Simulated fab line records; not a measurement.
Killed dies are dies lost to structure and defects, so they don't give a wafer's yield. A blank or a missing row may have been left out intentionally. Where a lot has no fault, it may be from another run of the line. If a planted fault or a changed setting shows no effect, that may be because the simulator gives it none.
What tool caused it? + flow nandHarc + 13 lots, 39 wafers sampled, at 5 steps of a route of 1302

## WHAT EACH GAUGE READ, for each wafer
NHARC_END_SORT_01.
| lot  | measured     | on        | killedAtArray | killedAtOther | killedAtPeriphery | killedDies | killedOpen | killedShort |
|------|--------------|-----------|---------------|---------------|-------------------|------------|------------|-------------|
| L848 | day 25 18:50 | prober-01 | 65 63 65      | 0 1 1         | 6 7 2             | 71 71 68   | 1 5 4      | 2 0 1       |
| L849 | day 26 10:55 | prober-02 | 49 54 59      | 0 0 0         | 6 9 3             | 55 63 62   | 5 3 3      | 5 0 3       |
| L851 | day 26 18:41 | prober-02 | 73 75 71      | 1 1 0         | 13 9 9            | 87 85 80   | 3 6 5      | 4 2 4       |
| L853 | day 26 18:09 | prober-01 | 69 80 67      | 1 0 0         | 3 3 5             | 73 83 72   | 5 4 9      | 4 2 1       |
| L855 | day 27 00:48 | prober-02 | 80 93 89      | 0 0 0         | 4 1 4             | 84 94 93   | 2 3 6      | 2 0 4       |
| L861 | day 28 18:57 | prober-01 | 71 80 67      | 0 0 0         | 7 7 6             | 78 87 73   | 2 3 2      | 3 2 2       |
| L863 | day 29 04:18 | prober-02 | 85 83 100     | 1 1 1         | 4 3 6             | 90 87 107  | 4 3 4      | 1 3 2       |
| L864 | day 29 12:02 | prober-01 | 28 31 33      | 0 0 0         | 5 7 8             | 33 38 41   | 1 1 6      | 4 1 3       |
| L866 | day 30 15:34 | prober-02 | 54 61 59      | 5 1 2         | 8 9 4             | 67 71 65   | 4 7 7      | 1 3 5       |
| L865 | day 30 13:56 | prober-01 | 73 72 81      | 0 0 3         | 3 5 6             | 76 77 90   | 6 7 7      | 4 2 0       |
| L868 | day 31 21:50 | prober-01 | 86 97 104     | 0 2 1         | 3 1 6             | 89 100 111 | 2 1 4      | 5 1 2       |
| L870 | day 32 09:54 | prober-01 | 41 46 42      | 1 0 1         | 0 1 4             | 42 47 47   | 6 2 3      | 0 3 2       |
| L871 | day 32 19:26 | prober-02 | 55 68 60      | 1 1 2         | 2 3 5             | 58 72 67   | 1 2 6      | 4 5 6       |

## WHAT TOOL EACH LOT RAN ON (gives the tool, then ch and the chambers of the sampled wafers, and finally the start)
| lot  | NHARC_A_CONTACT_ETCH_129           | NHARC_A_CONTACT_ETCH_130           | NHARC_A_CONTACT_SOFTBAKE_03      | NHARC_A_CONTACT_ETCH_88           |
|------|------------------------------------|------------------------------------|----------------------------------|-----------------------------------|
| L848 | harCapEtch-02 ch 0,1, day 21 01:20 | harCapEtch-02 ch 0,1, day 21 01:31 | lithoTrack-06 ch 0, day 21 08:00 | rieDiel-01 ch 0,1,2, day 21 09:46 |
| L849 | harCapEtch-03 ch 0,1, day 21 09:45 | harCapEtch-03 ch 0,1, day 21 09:59 | lithoTrack-06 ch 0, day 21 16:00 | rieDiel-02 ch 2,3, day 21 16:43   |
| L851 | harCapEtch-03 ch 0,1, day 23 07:41 | harCapEtch-03 ch 0,1, day 23 07:55 | lithoTrack-04 ch 0, day 23 12:00 | rieDiel-02 ch 0,3, day 23 13:43   |
| L853 | harCapEtch-02 ch 0,1, day 23 09:07 | harCapEtch-02 ch 0,1, day 23 09:17 | lithoTrack-04 ch 0, day 23 17:00 | rieDiel-02 ch 1,2,3, day 23 18:41 |
| L855 | harCapEtch-01 ch 0,1, day 24 11:54 | harCapEtch-01 ch 0,1, day 24 12:05 | lithoTrack-04 ch 0, day 24 19:00 | rieDiel-02 ch 0,1,2, day 24 20:02 |
| L861 | harCapEtch-02 ch 0,1, day 26 08:11 | harCapEtch-02 ch 0,1, day 26 08:22 | lithoTrack-01 ch 0, day 26 13:00 | rieDiel-02 ch 0,1,2, day 26 14:34 |
| L863 | harCapEtch-03 ch 0,1, day 26 17:31 | harCapEtch-03 ch 0,1, day 26 17:42 | lithoTrack-01 ch 0, day 26 22:00 | rieDiel-02 ch 0,3, day 26 22:53   |
| L864 | harCapEtch-01 ch 0,1, day 27 00:25 | harCapEtch-01 ch 0,1, day 27 00:35 | lithoTrack-01 ch 0, day 27 05:00 | rieDiel-02 ch 0,1,3, day 27 05:47 |
| L866 | harCapEtch-02 ch 0,1, day 28 07:14 | harCapEtch-02 ch 0,1, day 28 07:25 | lithoTrack-04 ch 0, day 28 12:00 | rieDiel-02 ch 1,2,3, day 28 13:32 |
| L865 | harCapEtch-03 ch 0,1, day 28 09:22 | harCapEtch-03 ch 0,1, day 28 09:32 | lithoTrack-04 ch 0, day 28 15:00 | rieDiel-02 ch 1,2, day 28 15:50   |
| L868 | harCapEtch-02 ch 0,1, day 29 10:44 | harCapEtch-02 ch 0,1, day 29 10:55 | lithoTrack-04 ch 0, day 29 17:00 | rieDiel-02 ch 2,3, day 29 18:32   |
| L870 | harCapEtch-02 ch 0,1, day 30 00:29 | harCapEtch-02 ch 0,1, day 30 00:40 | lithoTrack-04 ch 0, day 30 06:00 | rieDiel-02 ch 1,2,3, day 30 07:35 |
| L871 | harCapEtch-03 ch 0,1, day 30 12:02 | harCapEtch-03 ch 0,1, day 30 12:13 | lithoTrack-06 ch 0, day 30 16:00 | rieDiel-02 ch 0,1,3, day 30 17:51 |
- NHARC_A_CONTACT_ETCH_129: etches the open film in C4F8/O2/Ar, time 197 s, target depth 1918 nm.
- NHARC_A_CONTACT_ETCH_130: etches the open film in C4F8/O2/Ar, time 197 s, target depth 1918 nm.
- NHARC_A_CONTACT_SOFTBAKE_03: time 55 s.
- NHARC_A_CONTACT_ETCH_88: etches the open film in CF4, target depth 39 nm, time 65 s.

## WHAT THE TOOLS THEMSELVES READ (means of the sampled wafers that have a number; where no wafer has one, the mark that the record gives instead)
NHARC_A_CONTACT_SOFTBAKE_03.
| lot  | tool          | chillPlateTempC (C) | heaterPowerTotalW (W) |
|------|---------------|---------------------|-----------------------|
| L848 | lithoTrack-06 | 22.96               | 188.38                |
| L849 | lithoTrack-06 | 23.02               | 188.54                |
| L851 | lithoTrack-04 | 22.90               | 188.45                |
| L853 | lithoTrack-04 | 22.97               | 323.12                |
| L855 | lithoTrack-04 | 22.98               | 323.16                |
| L861 | lithoTrack-01 | 22.87               | 188.54                |
| L863 | lithoTrack-01 | 23.03               | 188.55                |
| L864 | lithoTrack-01 | 22.96               | 188.47                |
| L866 | lithoTrack-04 | 23.00               | 188.36                |
| L865 | lithoTrack-04 | 23.03               | 188.35                |
| L868 | lithoTrack-04 | 23.12               | 188.53                |
| L870 | lithoTrack-04 | 23.08               | 188.56                |
| L871 | lithoTrack-06 | 23.07               | 188.43                |

NHARC_A_CONTACT_ETCH_88.
| lot  | tool       | drypumpMotorCurrentA (A) | oesProductAu (a.u.) | rfVppV (V) | showerheadPlenumPTorr (Torr) | throttleValvePct (%) |
|------|------------|--------------------------|---------------------|------------|------------------------------|----------------------|
| L848 | rieDiel-01 | 5.5                      | 0.999               | 151.2      | 1.74                         | 13.278               |
| L849 | rieDiel-02 | 5.7                      | 0.989               | 150.4      | 1.71                         | 13.280               |
| L851 | rieDiel-02 | 5.8                      | 0.990               | 150.7      | 1.67                         | 13.274               |
| L853 | rieDiel-02 | 5.8                      | 1.000               | 150.9      | 1.71                         | 13.286               |
| L855 | rieDiel-02 | 5.8                      | 1.009               | 150.4      | 1.68                         | 13.278               |
| L861 | rieDiel-02 | 5.7                      | 1.005               | 149.7      | 1.68                         | 13.285               |
| L863 | rieDiel-02 | 5.8                      | 0.992               | 151.1      | 1.69                         | 13.275               |
| L864 | rieDiel-02 | 5.9                      | 0.997               | 150.7      | 1.69                         | 13.280               |
| L866 | rieDiel-02 | 5.8                      | 0.997               | 150.2      | 1.70                         | 13.281               |
| L865 | rieDiel-02 | 5.9                      | 1.000               | 150.0      | 1.70                         | 13.287               |
| L868 | rieDiel-02 | 5.5                      | 0.992               | 149.2      | 1.70                         | 13.280               |
| L870 | rieDiel-02 | 5.8                      | 1.006               | 149.9      | 1.70                         | 13.286               |
| L871 | rieDiel-02 | 5.9                      | 0.994               | 149.4      | 1.68                         | 13.280               |

## THE ANSWER, worked out from the rows above alone
Rule: what is usual is taken from the lots themselves. Put in order of their means at a reading, lots are off if they are a third of the lots or fewer, leave a main group of 4 or more, and stand apart from it by a gap of 3 or more times the standard deviation of the main group's means; of several such gaps the widest counts. The tables above print the reading to a certain number of digits; a main group whose means all agree to those digits is not used. Also off: a lot with no number at a reading for which 4 or more lots have one. Any other lot the step has rows for is counted as sound. The gauges are gone through in route order, then the tools' own readings, and for those a lot's mean is taken as printed above. At the first step where some lot is off, the reading lying furthest off is the one used; lots without a number count as furthest.
Off: L853, L855 (NHARC_A_CONTACT_SOFTBAKE_03, heaterPowerTotalW). Main group: mean 188.47 W, sd 0.077.
If a tool, at that step or one of the process steps before it, ran each lot that is off and ran no sound lot following the first of them, it fits. Not one of the candidates tried fits.

## WHAT THE SIMULATOR HAD PUT IN
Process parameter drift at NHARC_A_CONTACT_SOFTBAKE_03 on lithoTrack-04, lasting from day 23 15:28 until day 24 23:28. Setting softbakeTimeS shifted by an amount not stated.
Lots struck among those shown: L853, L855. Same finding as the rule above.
